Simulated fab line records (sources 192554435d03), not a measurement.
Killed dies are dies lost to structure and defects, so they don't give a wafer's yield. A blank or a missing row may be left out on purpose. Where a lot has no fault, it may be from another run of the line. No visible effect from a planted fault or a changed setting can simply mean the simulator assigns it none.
fab line records	flow n5Finfet
record lots=24	wafers=72	lastDay=18
route steps=1938 shown BEOL_M7@1284 BEOL_M8@1332 BEOL_M9@1404
lots that met no fault: taken from a fault-free run of the same line
startH: the number of hours between the record's first day and the start of the first shown wafer of the lot	waitH: how many hours have passed since the lot's step before this one	" as in the row above	L1.1+2: a row that stands for several wafers	- no value, or no start was given	* or withheld: withheld	< > ~ a bound
route shown NAME@n: NAME is a module with steps in the file, n the number in the route of the first one	usual: mean/standard deviation of fault-free wafers	same: alike in all rows	chamber/n: place in a boat	sites: per-site readings	_std_site: the values' standard deviation	_edge_site: outer sites' mean less inner sites'	radiusMm: how far each site lies from the wafer's centre	mask NAME#n: copy n	behind: the tool/chamber that last shaped the wafer	hold: cause of the lot's hold/its duration in hours/its outcome	device: the transistor (n, p or np) that didn't switch	end of line: tests of these same wafers at the route's end	where a step has no rows: the recipe by itself	killed: the dies lost at the first sort to structure and to defects; this is not the yield of the wafer	map: the dies of a wafer, with x for killed, . for not killed, _ for no die there
set.NAME: setting as actually run; set.NAME@STEP: the setting as run at that earlier step	model.NAME: the simulator's own value behind a step, which no gauge read
steps of the route over a sample of lots; a table a step, a row a wafer
services: the hour from which a tool's chamber was out of use, counted from the record's first day as startH (under 0 if before that day), plus the number of hours and why
## steps
# step N5_BEOL_M7_HM_OPEN_17
# recipe chemistry=Cl2/BCl3	targetDepthA=200	overetchA=60	target=TiN	maskMaterial=SOC	ionEnergyEv=150	pressureMtorr=10	icpW=1000	biasW=126	Cl2_flow_sccm=53.25	bcl3FlowSccm=21.75	Ar_flow_sccm=25
# usual drypumpMotorCurrentA=5.7/0.5	oesProductAu=0.61/0.078	throttleValvePct=22.1/0.34
lot.wafer	tool	chamber	startH	waitH	drypumpMotorCurrentA	oesProductAu	rfHoursCounterH	throttleValvePct
L074.1	rieMetal-01	0	202.33	0.0	5.7	0.59	80	22.7
L074.3	"	1	"	"	5.7	0.63	-	21.7
L074.4	"	0	"	"	5.7	0.59	-	22.7
L075.2	rieMetal-01	0	202.78	0.0	5.7	0.58	80	22.7
L075.5	"	1	"	"	5.7	0.64	-	21.7
L075.6	"	0	"	"	5.7	0.58	-	22.7
L077.1	rieMetal-03	1	206.15	0.0	4.9	0.69	22	22.0
L077.4	"	1	"	"	4.9	0.69	-	22.0
L077.5	"	1	"	"	4.9	0.68	-	22.0
L076.1	rieMetal-02	0	210.41	0.0	5.1	0.59	87	21.9
L076.2	"	1	"	"	6.5	0.58	100	21.8
L076.4	"	0	"	"	5.1	0.58	-	21.9
L078.3	rieMetal-01	0	223.18	0.1	5.7	0.58	-	22.7
L078.4	"	1	"	"	5.6	0.64	-	21.7
L078.5	"	0	"	"	5.7	0.58	-	22.7
L079.1	rieMetal-02	1	223.53	0.0	6.5	0.58	101	21.8
L079.3	"	0	"	"	5.2	0.59	-	21.9
L079.4	"	1	"	"	6.5	0.58	-	21.8
L080.2	rieMetal-02	1	230.91	0.0	6.5	0.58	102	21.8
L080.5	"	1	"	"	6.5	0.57	-	21.8
L080.6	"	0	"	"	5.1	0.58	-	21.9
L081.1	rieMetal-03	1	236.56	0.0	5.0	0.69	24	22.0
L081.3	"	1	"	"	5.0	0.69	-	22.0
L081.4	"	0	"	"	5.7	0.52	-	22.4
L082.2	rieMetal-02	0	254.49	0.0	5.1	0.57	90	21.9
L082.4	"	0	"	"	5.1	0.57	-	21.9
L082.5	"	1	"	"	6.5	0.57	-	21.8
L083.1	rieMetal-03	1	259.20	0.0	4.9	0.69	26	22.0
L083.4	"	1	"	"	5.0	0.68	-	22.0
L083.5	"	0	"	"	5.7	0.52	-	22.4
L084.1	rieMetal-01	1	259.52	0.0	5.7	0.63	54	21.7
L084.5	"	0	"	"	5.7	0.58	-	22.7
L084.6	"	1	"	"	5.7	0.62	-	21.7
L085.2	rieMetal-02	1	270.89	0.0	6.5	0.56	105	21.9
L085.3	"	1	"	"	6.5	0.56	-	21.8
L085.4	"	0	"	"	5.1	0.57	-	21.9
L086.1	rieMetal-02	1	276.14	0.0	6.5	0.57	106	21.8
L086.3	"	0	"	"	5.2	0.58	-	21.9
L086.5	"	1	"	"	6.5	0.57	-	21.8
L087.1	rieMetal-03	1	281.69	0.0	5.0	0.68	28	22.0
L087.5	"	1	"	"	4.9	0.67	-	22.1
L087.6	"	0	"	"	5.8	0.83	-	22.2
L088.1	rieMetal-01	1	282.07	0.0	5.7	0.62	56	21.7
L088.2	"	0	"	"	5.7	0.57	87	22.7
L088.5	"	1	"	"	5.7	0.62	-	21.7
L089.1	rieMetal-03	1	282.40	0.0	4.9	0.67	28	22.1
L089.4	"	1	"	"	4.9	0.67	-	22.1
L089.5	"	0	"	"	5.8	0.83	-	22.2
L090.2	rieMetal-02	1	302.58	0.0	6.5	0.56	110	21.9
L090.3	"	1	"	"	6.5	0.57	-	21.9
L090.5	"	1	"	"	6.5	0.56	-	21.8
L092.2	rieMetal-02	0	307.85	0.0	5.2	0.56	96	21.9
L092.4	"	1	"	"	6.5	0.56	-	21.9
L092.5	"	1	"	"	6.5	0.55	-	21.9
L093.3	rieMetal-02	0	308.51	0.1	5.2	0.58	-	21.9
L093.5	"	1	"	"	6.5	0.57	-	21.9
L093.6	"	0	"	"	5.2	0.58	-	21.9
L094.2	rieMetal-01	0	319.11	0.0	5.7	0.57	90	22.7
L094.3	"	0	"	"	5.7	0.57	-	22.7
L094.5	"	1	"	"	5.7	0.62	-	21.7
L095.1	rieMetal-03	0	328.52	0.0	5.7	0.78	5	22.2
L095.4	"	0	"	"	5.7	0.78	-	22.2
L095.6	"	0	"	"	5.7	0.78	-	22.2
L096.2	rieMetal-01	0	328.61	0.0	5.7	0.57	91	22.7
L096.4	"	0	"	"	5.7	0.56	-	22.8
L096.5	"	1	"	"	5.7	0.61	-	21.7
L097.3	rieMetal-01	1	334.12	0.1	5.7	0.62	-	21.7
L097.5	"	1	"	"	5.7	0.61	-	21.7
L097.6	"	0	"	"	5.7	0.56	-	22.7
L091.3	rieMetal-02	0	348.65	0.1	5.1	0.56	-	22.0
L091.4	"	1	"	"	6.5	0.83	-	21.8
L091.5	"	1	"	"	6.5	0.85	-	21.8
# step N5_BEOL_M7_CD_MEAS_18
# recipe pitchNm=80	targetCdNm=40
# usual cdNm=39.9/0.66
lot.wafer	tool	chamber	startH	waitH	cdNm
L074.1	cdSem-03	-	202.53	0.1	39.1
L074.3	"	-	"	"	39.5
L074.4	"	-	"	"	39.5
L075.2	cdSem-02	-	202.97	0.1	38.9
L075.5	"	-	"	"	38.9
L075.6	"	-	"	"	39.9
L077.1	cdSem-02	-	206.35	0.0	40.9
L077.4	"	-	"	"	40.5
L077.5	"	-	"	"	41.3
L076.1	cdSem-03	-	210.61	0.0	39.8
L076.2	"	-	"	"	40.6
L076.4	"	-	"	"	40.3
L078.3	cdSem-01	-	223.58	0.1	40.7
L078.4	"	-	"	"	40.1
L078.5	"	-	"	"	39.7
L079.1	cdSem-03	-	223.71	0.0	39.8
L079.3	"	-	"	"	40.1
L079.4	"	-	"	"	39.6
L080.2	cdSem-02	-	231.09	0.1	40.3
L080.5	"	-	"	"	40.3
L080.6	"	-	"	"	39.7
L081.1	cdSem-01	-	236.74	0.0	39.1
L081.3	"	-	"	"	39.6
L081.4	"	-	"	"	39.7
L082.2	cdSem-03	-	254.67	0.1	40.9
L082.4	"	-	"	"	40.0
L082.5	"	-	"	"	40.3
L083.1	cdSem-01	-	259.39	0.0	40.5
L083.4	"	-	"	"	40.9
L083.5	"	-	"	"	40.1
L084.1	cdSem-03	-	259.71	0.0	39.9
L084.5	"	-	"	"	39.3
L084.6	"	-	"	"	40.9
L085.2	cdSem-03	-	271.08	0.1	40.8
L085.3	"	-	"	"	39.4
L085.4	"	-	"	"	39.8
L086.1	cdSem-02	-	276.51	0.0	39.8
L086.3	"	-	"	"	39.9
L086.5	"	-	"	"	40.4
L087.1	cdSem-02	-	281.96	0.0	40.2
L087.5	"	-	"	"	40.0
L087.6	"	-	"	"	39.9
L088.1	cdSem-01	-	282.26	0.0	39.9
L088.2	"	-	"	"	38.5
L088.5	"	-	"	"	39.4
L089.1	cdSem-02	-	282.60	0.0	39.4
L089.4	"	-	"	"	39.8
L089.5	"	-	"	"	39.2
L090.2	cdSem-02	-	302.90	0.1	40.3
L090.3	"	-	"	"	39.4
L090.5	"	-	"	"	39.7
L092.2	cdSem-02	-	308.23	0.1	40.1
L092.4	"	-	"	"	40.6
L092.5	"	-	"	"	41.7
L093.3	cdSem-03	-	308.67	0.1	40.5
L093.5	"	-	"	"	39.5
L093.6	"	-	"	"	40.0
L094.2	cdSem-03	-	319.31	0.1	40.4
L094.3	"	-	"	"	39.3
L094.5	"	-	"	"	39.6
L096.2	cdSem-03	-	328.88	0.1	39.5
L096.4	"	-	"	"	40.9
L096.5	"	-	"	"	39.0
L095.1	cdSem-03	-	328.92	0.0	40.6
L095.4	"	-	"	"	41.6
L095.6	"	-	"	"	40.2
L097.3	cdSem-02	-	334.38	0.1	40.1
L097.5	"	-	"	"	40.1
L097.6	"	-	"	"	40.8
L091.3	cdSem-02	-	348.96	0.1	39.3
L091.4	"	-	"	"	39.5
L091.5	"	-	"	"	40.4
# step N5_BEOL_M7_STRIP_80
# recipe chemistry=N2/H2	timeS=10	powerW=450	tempC=40	pressureMtorr=20	rfFrequencyHz=6e+07	biasPowerW=7	n2FlowSccm=200	h2FlowSccm=200
# usual drypumpMotorCurrentA=5.9/0.45	n2FlowSccm=200.1/0.67	oesProductAu=0.80/0.081	rfVppV=59.1/0.92	showerheadPlenumPTorr=2.57/0.088	tempC=39.98/0.12	throttleValvePct=23.8/0.32
lot.wafer	tool	chamber	startH	waitH	drypumpMotorCurrentA	n2FlowSccm	oesProductAu	rfHoursCounterH	rfVppV	showerheadPlenumPTorr	tempC	throttleValvePct
L074.1	rieDiel-03	1	-	-	6.1	199.7	0.74	170	58.0	2.52	39.93	23.6
L074.3	"	2	"	"	6.2	199.3	0.71	224	60.7	2.62	39.95	23.8
L074.4	"	2	"	"	6.1	199.8	0.70	-	60.6	2.62	39.96	23.8
L075.2	rieDiel-06	1	-	-	6.4	200.8	0.76	162	58.6	2.66	39.87	24.5
L075.5	"	2	"	"	5.5	199.5	0.70	-	58.8	2.38	39.89	23.9
L075.6	"	3	"	"	5.9	200.7	0.84	-	58.5	2.47	39.95	23.6
L077.1	rieDiel-03	1	-	-	6.1	199.2	0.74	171	58.8	2.52	40.05	23.6
L077.4	"	0	"	"	5.9	200.7	0.81	98	59.3	2.57	39.93	23.8
L077.5	"	0	"	"	5.9	201.3	0.80	-	58.1	2.57	39.93	23.8
L076.1	rieDiel-03	2	-	-	6.1	200.6	0.69	226	58.7	2.61	40.03	23.8
L076.2	"	3	"	"	5.7	200.7	0.72	188	58.9	2.52	39.98	23.6
L076.4	"	0	"	"	5.9	200.4	0.80	100	59.3	2.57	39.93	23.8
L079.1	rieDiel-06	0	-	-	5.8	199.2	0.98	4	58.3	2.60	39.94	23.8
L079.3	"	1	"	"	6.3	200.1	0.75	170	59.1	2.66	39.88	24.5
L079.4	"	1	"	"	6.3	200.1	0.75	-	59.8	2.66	39.93	24.5
L078.3	rieDiel-03	2	-	-	6.1	200.2	0.70	230	58.8	2.61	39.99	23.9
L078.4	"	1	"	"	6.1	200.4	0.73	177	59.1	2.52	39.87	23.6
L078.5	"	1	"	"	6.1	199.0	0.74	-	59.1	2.52	39.96	23.6
L080.2	rieDiel-06	0	-	-	5.8	200.0	0.97	6	59.3	2.60	40.01	23.8
L080.5	"	2	"	"	5.5	200.3	0.98	-	59.3	2.70	40.03	23.4
L080.6	"	3	"	"	5.9	200.9	0.82	-	58.1	2.47	39.89	23.7
L081.1	rieDiel-05	1	-	-	5.4	201.3	0.75	155	57.0	2.42	40.14	23.4
L081.3	"	3	"	"	5.1	200.4	0.94	14	59.6	2.71	39.89	23.6
L081.4	"	2	"	"	5.1	200.1	0.83	61	57.1	2.48	39.98	24.2
L082.2	rieDiel-05	1	-	-	5.4	200.1	0.75	159	59.3	2.42	39.81	23.4
L082.4	"	2	"	"	5.0	200.1	0.85	66	59.8	2.48	39.98	24.2
L082.5	"	3	"	"	5.1	198.9	0.93	-	60.7	2.71	39.93	23.6
L084.1	rieDiel-03	1	-	-	6.1	199.2	0.72	188	58.3	2.52	40.09	23.6
L084.5	"	0	"	"	5.9	199.2	0.78	-	58.7	2.56	39.93	23.9
L084.6	"	3	"	"	5.6	200.6	0.71	-	59.5	2.51	40.02	23.6
L083.1	rieDiel-05	1	-	-	5.4	199.7	0.75	161	58.5	2.42	39.93	23.4
L083.4	"	0	"	"	6.8	200.1	0.81	125	60.0	2.65	39.93	23.4
L083.5	"	3	"	"	5.1	199.9	0.93	-	59.2	2.71	39.78	23.6
L085.2	rieDiel-06	3	-	-	5.9	201.0	0.80	113	58.5	2.46	40.09	23.7
L085.3	"	0	"	"	5.8	200.8	0.92	21	59.9	2.59	40.07	23.8
L085.4	"	2	"	"	5.4	200.2	0.93	8	59.8	2.70	40.02	23.5
L086.1	rieDiel-05	3	-	-	5.1	201.1	0.91	27	57.2	2.71	39.95	23.6
L086.3	"	2	"	"	5.1	200.4	0.83	73	57.7	2.48	40.07	24.2
L086.5	"	3	"	"	5.1	200.5	0.92	-	58.7	2.71	40.00	23.6
L087.1	rieDiel-06	3	-	-	5.9	198.9	0.79	117	56.6	2.46	39.85	23.7
L087.5	"	3	"	"	5.9	199.7	0.81	-	56.9	2.46	39.95	23.7
L087.6	"	0	"	"	5.8	200.1	0.91	-	60.0	2.59	40.17	23.8
L088.1	rieDiel-05	0	-	-	6.8	200.6	0.80	134	59.6	2.65	39.96	23.5
L088.2	"	3	"	"	5.2	199.3	0.90	30	59.9	2.71	39.87	23.6
L088.5	"	0	"	"	6.8	201.3	0.80	-	59.4	2.65	40.06	23.4
L089.1	rieDiel-06	1	-	-	6.3	200.5	0.74	192	58.7	2.65	39.91	24.6
L089.4	"	2	"	"	5.5	199.2	0.92	14	59.8	2.69	40.01	23.4
L089.5	"	1	"	"	6.3	198.9	0.73	-	61.7	2.65	39.85	24.6
L090.2	rieDiel-03	0	-	-	5.9	201.0	0.77	127	58.9	2.56	39.95	23.9
L090.3	"	1	"	"	6.1	199.2	0.72	200	60.5	2.51	40.00	23.7
L090.5	"	1	"	"	6.1	200.0	0.71	-	58.5	2.51	39.96	23.7
L093.3	rieDiel-03	1	-	-	6.1	199.3	0.71	203	58.7	2.51	40.19	23.7
L093.5	"	3	"	"	5.7	199.5	0.71	-	58.4	2.51	40.07	23.6
L093.6	"	1	"	"	6.1	200.1	0.71	-	58.9	2.51	40.05	23.6
L092.2	rieDiel-03	0	-	-	5.9	200.5	0.78	130	60.9	2.56	39.95	23.9
L092.4	"	3	"	"	5.6	199.4	0.71	-	58.2	2.51	39.98	23.6
L092.5	"	1	"	"	6.1	201.2	0.72	-	60.5	2.51	39.98	23.7
L094.2	rieDiel-06	3	-	-	5.9	198.2	0.79	132	57.9	2.45	40.06	23.7
L094.3	"	0	"	"	5.8	199.3	0.87	41	60.3	2.58	40.31	23.8
L094.5	"	2	"	"	5.5	199.4	0.89	-	59.7	2.69	39.79	23.5
L095.1	rieDiel-06	0	-	-	5.8	199.8	0.87	45	60.0	2.58	39.86	23.8
L095.4	"	1	"	"	6.4	198.8	0.71	211	58.3	2.64	39.93	24.6
L095.6	"	3	"	"	5.9	200.0	0.78	-	57.6	2.45	39.91	23.7
L096.2	rieDiel-06	0	-	-	5.8	199.7	0.87	45	59.4	2.58	39.93	23.8
L096.4	"	3	"	"	5.9	200.3	0.78	136	59.3	2.45	39.80	23.7
L096.5	"	2	"	"	5.4	198.7	0.88	-	58.8	2.68	40.01	23.5
L097.3	rieDiel-05	1	-	-	5.4	201.1	0.73	175	59.2	2.41	39.91	23.4
L097.5	"	0	"	"	6.8	201.1	0.78	-	59.7	2.64	39.85	23.5
L097.6	"	3	"	"	5.1	200.4	0.89	-	58.9	2.70	40.26	23.6
L091.3	rieDiel-03	2	-	-	6.1	199.3	0.96	10	58.7	2.60	40.09	23.6
L091.4	"	1	"	"	6.1	199.9	0.71	218	59.5	2.50	40.13	23.7
L091.5	"	0	"	"	5.9	200.7	0.76	-	59.8	2.55	40.12	23.9
# step N5_BEOL_M7_INSPECT_58
# recipe inspectInstrument=darkfield	mode=postDep
# usual rawDefectCount=77/24
lot.wafer	tool	chamber	startH	waitH	rawDefectCount
L074.1	defectInspect-02	-	207.75	0.0	91
L074.3	"	-	"	"	48
L074.4	"	-	"	"	44
L075.2	defectInspect-01	-	207.99	0.0	114
L075.5	"	-	"	"	83
L075.6	"	-	"	"	73
L077.1	defectInspect-02	-	209.36	0.0	64
L077.4	"	-	"	"	60
L077.5	"	-	"	"	88
L076.1	defectInspect-02	-	216.05	0.0	69
L076.2	"	-	"	"	67
L076.4	"	-	"	"	58
L079.1	defectInspect-02	-	229.34	0.0	50
L079.3	"	-	"	"	29
L079.4	"	-	"	"	76
L078.3	defectInspect-02	-	230.01	0.0	53
L078.4	"	-	"	"	54
L078.5	"	-	"	"	89
L080.2	defectInspect-02	-	234.92	0.0	112
L080.5	"	-	"	"	68
L080.6	"	-	"	"	69
L081.1	defectInspect-02	-	242.02	0.0	71
L081.3	"	-	"	"	84
L081.4	"	-	"	"	83
L082.2	defectInspect-02	-	259.83	0.0	114
L082.4	"	-	"	"	132
L082.5	"	-	"	"	86
L083.1	defectInspect-02	-	263.79	0.0	127
L083.4	"	-	"	"	86
L083.5	"	-	"	"	96
L084.1	defectInspect-01	-	264.54	0.0	51
L084.5	"	-	"	"	76
L084.6	"	-	"	"	88
L085.2	defectInspect-01	-	278.20	0.0	49
L085.3	"	-	"	"	67
L085.4	"	-	"	"	112
L086.1	defectInspect-02	-	281.87	0.0	145
L086.3	"	-	"	"	103
L086.5	"	-	"	"	112
L087.1	defectInspect-01	-	287.38	0.0	94
L087.5	"	-	"	"	83
L087.6	"	-	"	"	114
L088.1	defectInspect-01	-	287.47	0.0	97
L088.2	"	-	"	"	89
L088.5	"	-	"	"	51
L089.1	defectInspect-02	-	287.98	0.0	93
L089.4	"	-	"	"	100
L089.5	"	-	"	"	88
L090.2	defectInspect-01	-	308.31	0.0	91
L090.3	"	-	"	"	53
L090.5	"	-	"	"	67
L093.3	defectInspect-01	-	312.21	0.0	111
L093.5	"	-	"	"	164
L093.6	"	-	"	"	70
L092.2	defectInspect-01	-	312.55	0.0	105
L092.4	"	-	"	"	88
L092.5	"	-	"	"	47
L094.2	defectInspect-02	-	325.28	0.0	85
L094.3	"	-	"	"	106
L094.5	"	-	"	"	61
L095.1	defectInspect-02	-	334.61	0.0	47
L095.4	"	-	"	"	51
L095.6	"	-	"	"	49
L096.2	defectInspect-01	-	335.33	0.0	44
L096.4	"	-	"	"	53
L096.5	"	-	"	"	90
L097.3	defectInspect-01	-	340.06	0.0	45
L097.5	"	-	"	"	57
L097.6	"	-	"	"	66
L091.3	defectInspect-02	-	352.76	0.0	72
L091.4	"	-	"	"	68
L091.5	"	-	"	"	75
# step N5_BEOL_M8_ILD_DEP_00
# recipe material=SiCOH_lowk	targetThkA=1797.5	tempC=300	precursor=DEMS/porogen	pressureTorr=5	rfW=500	timeS=33.4
# usual heaterPowerW=343/39	showerheadPlenumPTorr=5.736/0.012	throttleValvePct=13.6/0.7
lot.wafer	tool	chamber	startH	waitH	heaterPowerW	showerheadPlenumPTorr	throttleValvePct
L074.1	pecvd-03	0	207.78	0.0	356	5.739	13.7
L074.3	"	2	"	"	386	5.746	12.1
L074.4	"	1	"	"	343	5.746	14.7
L075.2	pecvd-04	1	208.03	0.0	319	5.744	13.2
L075.5	"	1	"	"	324	5.754	13.3
L075.6	"	2	"	"	289	5.731	13.2
L077.1	pecvd-03	0	209.39	0.0	395	5.736	13.6
L077.4	"	2	"	"	384	5.742	12.2
L077.5	"	0	"	"	380	5.726	13.8
L076.1	pecvd-03	1	216.09	0.0	311	5.749	14.5
L076.2	"	2	"	"	375	5.755	12.4
L076.4	"	0	"	"	372	5.743	13.6
L079.1	pecvd-04	2	229.38	0.0	316	5.730	13.1
L079.3	"	0	"	"	353	5.728	14.4
L079.4	"	1	"	"	331	5.744	13.4
L078.3	pecvd-01	0	230.07	0.1	304	5.745	13.9
L078.4	"	1	"	"	401	5.711	13.6
L078.5	"	1	"	"	406	5.727	13.9
L080.2	pecvd-04	2	234.95	0.0	286	5.731	13.1
L080.5	"	0	"	"	319	5.723	14.2
L080.6	"	1	"	"	323	5.749	13.5
L081.1	pecvd-04	1	242.05	0.0	369	5.759	13.3
L081.3	"	2	"	"	323	5.737	13.1
L081.4	"	0	"	"	307	5.732	14.2
L082.2	pecvd-01	2	259.86	0.0	383	5.762	12.4
L082.4	"	0	"	"	308	5.734	14.0
L082.5	"	2	"	"	382	5.745	12.9
L083.1	pecvd-03	0	263.83	0.0	360	5.737	14.0
L083.4	"	1	"	"	324	5.741	14.9
L083.5	"	0	"	"	356	5.724	13.7
L084.1	pecvd-04	0	264.58	0.0	288	5.736	14.1
L084.5	"	1	"	"	335	5.743	13.3
L084.6	"	0	"	"	291	5.726	14.0
L085.2	pecvd-04	1	278.24	0.0	373	5.745	13.2
L085.3	"	0	"	"	284	5.717	14.3
L085.4	"	1	"	"	375	5.755	13.4
L086.1	pecvd-01	0	281.90	0.0	328	5.726	14.1
L086.3	"	2	"	"	372	5.768	12.6
L086.5	"	2	"	"	384	5.757	12.5
L087.1	pecvd-04	0	287.42	0.0	289	5.730	14.2
L087.5	"	1	"	"	354	5.744	13.3
L087.6	"	0	"	"	296	5.718	14.0
L088.1	pecvd-01	1	287.51	0.0	397	5.733	14.0
L088.2	"	2	"	"	385	5.736	12.6
L088.5	"	1	"	"	385	5.716	14.0
L089.1	pecvd-03	2	288.01	0.0	416	5.741	12.5
L089.4	"	2	"	"	413	5.748	12.3
L089.5	"	1	"	"	360	5.718	14.8
L090.2	pecvd-01	1	308.35	0.0	397	5.717	13.8
L090.3	"	2	"	"	376	5.748	12.7
L090.5	"	1	"	"	412	5.717	14.1
L093.3	pecvd-04	2	312.25	0.0	319	5.721	13.3
L093.5	"	2	"	"	321	5.740	13.2
L093.6	"	0	"	"	329	5.731	14.3
L092.2	pecvd-04	2	312.59	0.0	256	5.734	13.2
L092.4	"	0	"	"	316	5.726	14.0
L092.5	"	1	"	"	350	5.758	13.4
L094.2	pecvd-03	1	325.32	0.0	360	5.746	14.3
L094.3	"	2	"	"	381	5.734	12.6
L094.5	"	1	"	"	356	5.738	14.9
L095.1	pecvd-03	2	334.64	0.0	358	5.754	12.5
L095.4	"	0	"	"	377	5.729	14.0
L095.6	"	1	"	"	286	5.743	15.0
L096.2	pecvd-01	2	335.37	0.0	338	5.750	12.6
L096.4	"	0	"	"	326	5.755	14.2
L096.5	"	2	"	"	348	5.763	12.7
L097.3	pecvd-03	1	340.09	0.0	367	5.729	14.6
L097.5	"	1	"	"	305	5.744	14.6
L097.6	"	2	"	"	406	5.733	12.6
L091.3	pecvd-04	1	352.80	0.0	374	5.742	13.4
L091.4	"	2	"	"	290	5.727	13.5
L091.5	"	1	"	"	361	5.734	13.5
# step N5_BEOL_M9_PECVD_70
# recipe material=SiO2	targetThkA=200	tempC=400	precursor=TEOS/O2	pressureTorr=5.5	rfW=450	teosFlowSccm=53.8	gas=O2	flowSccm=3000	timeS=22.7
# usual heaterPowerW=762/71	showerheadPlenumPTorr=8.77/0.044	throttleValvePct=22.2/1.4
lot.wafer	tool	chamber	startH	waitH	heaterPowerW	showerheadPlenumPTorr	throttleValvePct
L074.1	pecvd-03	2	215.78	0.0	827	8.78	20.0
L074.3	"	0	"	"	863	8.74	22.2
L074.4	"	1	"	"	728	8.78	23.8
L077.1	pecvd-04	1	218.45	0.0	756	8.79	21.4
L077.4	"	0	"	"	717	8.73	22.9
L077.5	"	1	"	"	776	8.81	21.3
L075.2	pecvd-03	0	218.70	0.0	878	8.77	22.4
L075.5	"	0	"	"	882	8.75	22.3
L075.6	"	2	"	"	837	8.79	19.7
L076.1	pecvd-03	1	224.14	0.0	706	8.78	23.7
L076.2	"	0	"	"	891	8.71	22.1
L076.4	"	2	"	"	859	8.78	19.8
L079.1	pecvd-03	0	236.19	0.0	745	8.74	22.3
L079.3	"	2	"	"	757	8.77	19.8
L079.4	"	2	"	"	730	8.76	19.9
L078.3	pecvd-02	2	237.91	0.0	767	8.73	23.7
L078.4	"	0	"	"	816	8.83	21.1
L078.5	"	2	"	"	766	8.69	23.6
L080.2	pecvd-03	1	242.86	0.0	793	8.76	23.7
L080.5	"	2	"	"	874	8.78	19.9
L080.6	"	0	"	"	739	8.76	22.4
L081.1	pecvd-02	0	254.76	0.0	743	8.81	21.5
L081.3	"	2	"	"	726	8.70	23.4
L081.4	"	2	"	"	730	8.71	23.5
L082.2	pecvd-03	1	268.83	0.0	732	8.75	23.8
L082.4	"	0	"	"	888	8.75	22.5
L082.5	"	2	"	"	879	8.77	19.8
L083.1	pecvd-03	1	271.88	0.0	696	8.77	23.8
L083.4	"	0	"	"	775	8.75	22.1
L083.5	"	2	"	"	832	8.79	20.0
L084.1	pecvd-02	0	272.32	0.0	824	8.86	21.1
L084.5	"	1	"	"	719	8.88	24.0
L084.6	"	0	"	"	660	8.84	21.2
L085.2	pecvd-02	0	286.28	0.0	669	8.85	21.4
L085.3	"	1	"	"	686	8.85	24.1
L085.4	"	2	"	"	716	8.73	23.8
L086.1	pecvd-04	0	291.72	0.0	788	8.74	22.9
L086.3	"	2	"	"	701	8.75	21.4
L086.5	"	1	"	"	842	8.81	21.5
L089.1	pecvd-02	0	297.49	0.0	729	8.83	21.2
L089.4	"	1	"	"	647	8.85	24.0
L089.5	"	2	"	"	732	8.72	24.0
L087.1	pecvd-02	1	298.19	0.0	691	8.85	24.1
L087.5	"	0	"	"	742	8.85	21.3
L087.6	"	2	"	"	812	8.70	23.9
L088.1	pecvd-04	0	298.44	0.0	766	8.74	22.9
L088.2	"	1	"	"	814	8.82	21.4
L088.5	"	2	"	"	642	8.77	21.5
L090.2	pecvd-04	2	315.97	0.0	617	8.74	21.4
L090.3	"	0	"	"	800	8.72	22.9
L090.5	"	1	"	"	805	8.80	21.5
L093.3	pecvd-03	1	320.64	0.0	813	8.80	23.5
L093.5	"	2	"	"	876	8.78	20.0
L093.6	"	1	"	"	802	8.77	23.7
L092.2	pecvd-02	0	320.97	0.0	659	8.84	21.2
L092.4	"	0	"	"	666	8.83	21.2
L092.5	"	2	"	"	790	8.69	23.9
L094.2	pecvd-04	2	332.92	0.0	740	8.77	21.5
L094.3	"	0	"	"	721	8.73	22.7
L094.5	"	0	"	"	697	8.72	22.9
L095.1	pecvd-03	2	344.27	0.0	772	8.78	20.0
L095.4	"	0	"	"	889	8.74	22.4
L095.6	"	1	"	"	814	8.76	23.9
L096.2	pecvd-03	2	346.35	0.0	859	8.79	20.0
L096.4	"	2	"	"	865	8.77	20.1
L096.5	"	0	"	"	752	8.73	22.3
L097.3	pecvd-04	0	348.42	0.0	745	8.72	22.9
L097.5	"	1	"	"	714	8.80	21.5
L097.6	"	0	"	"	757	8.73	22.8
L091.3	pecvd-04	1	361.58	0.0	716	8.81	21.7
L091.4	"	2	"	"	700	8.75	21.6
L091.5	"	1	"	"	722	8.82	21.3
## services
tool	chamber	startH	hours	kind
rieDiel-05	1	185.48	11.0	repair
rieDiel-06	0	198.60	-	clean
rieDiel-06	0	198.60	-	consumableReplace:focusRing
rieMetal-02	1	198.86	9.7	repair
rieDiel-03	3	202.61	2.6	repair
pecvd-03	1	218.34	4.4	repair
pecvd-04	0	223.66	2.1	scheduledDown
rieDiel-06	-	230.51	0.5	repair
pecvd-04	1	235.87	5.5	scheduledDown
pecvd-04	2	237.47	1.8	repair
rieDiel-06	2	237.70	13.5	repair
pecvd-01	0	248.25	4.4	repair
pecvd-03	1	249.05	5.5	scheduledDown
pecvd-01	1	260.05	5.9	repair
pecvd-02	-	265.18	2.9	repair
pecvd-02	-	268.09	2.8	pm
pecvd-03	-	273.89	2.8	pm
rieDiel-05	3	311.98	18.2	repair
rieMetal-03	1	315.84	18.4	repair
pecvd-02	-	323.87	14.6	pm
rieDiel-05	2	324.13	30.9	repair
rieMetal-02	1	328.68	-	clean
rieMetal-02	1	328.68	18.1	scheduledDown
rieMetal-02	1	328.68	18.1	ventCycle
## key
fault none
